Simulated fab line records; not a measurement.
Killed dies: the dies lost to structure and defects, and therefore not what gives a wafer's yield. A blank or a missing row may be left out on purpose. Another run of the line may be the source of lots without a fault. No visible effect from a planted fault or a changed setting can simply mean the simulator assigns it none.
Matching of chambers -- flow n5 finfet -- N5_FIN_CUT_CUT_ETCH_26 on rie diel-02 has 4 sister chambers
The step etches SiNx in CH3F/O2, target depth 39 nm, time 55.7 s. 14 wafers are shown with their chamber, then 7 later ones without.

EACH WAFER AND ITS CHAMBER
wafer,chamber,drypump motor current A (A),throttle valve pct (%),oes product au (a.u.)
L081.1,0,5.4,15.81,0.97
L081.2,2,6.4,16.49,0.75
L081.5,3,5.4,16.40,0.78
L082.1,3,5.4,16.40,0.78
L082.3,2,6.5,16.46,0.74
L082.5,0,5.4,15.84,0.96
L083.1,1,5.7,16.18,0.84
L083.3,3,5.4,16.42,0.77
L083.5,0,5.4,15.83,0.96
L085.1,2,6.4,16.48,0.73
L085.4,1,5.7,16.20,0.83
L085.5,3,5.4,16.42,0.76
L086.2,1,5.7,16.20,0.83
L086.5,1,5.7,16.19,0.83

SIGNATURES (averages over the wafers above)
reading,chamber 0,chamber 1,chamber 2,chamber 3,scatter within a chamber
drypump motor current A,5.400,5.700,6.433,5.400,0.0258
throttle valve pct,15.8267,16.1925,16.4767,16.4100,0.0127
oes product au,0.9633,0.8325,0.7400,0.7725,0.00785
Rule: for each reading, subtract the chamber's mean from the wafer's reading, divide by that reading's scatter and square the result; add these up over the readings and take the root, which gives the wafer's distance from the chamber. The wafer belongs to the nearest chamber; if the next one is less than 2 further off, it can't be placed. The scatter: the root of (the sum of the squares of (reading less its chamber's mean) over the shown wafers, divided by (wafers less chambers)).

WAFERS WHOSE CHAMBER IS MISSING
wafer,drypump motor current A (A),throttle valve pct (%),oes product au (a.u.)
L086.6,5.4,15.84,0.95
L090.3,5.4,15.86,0.93
L090.5,6.4,16.48,0.73
L090.6,5.7,16.21,0.84
L096.1,5.4,15.89,0.91
L096.2,5.7,16.21,0.81
L096.3,6.5,16.51,0.72

EACH ONE'S CHAMBER
wafer,from the rows above,in truth
L086.6,0,0
L090.3,0,0
L090.5,2,2
L090.6,1,1
L096.1,0,0
L096.2,1,1
L096.3,2,2
Correctly placed: 7 of 7. From these rows, 0 cannot be placed. Wrongly placed: 0.
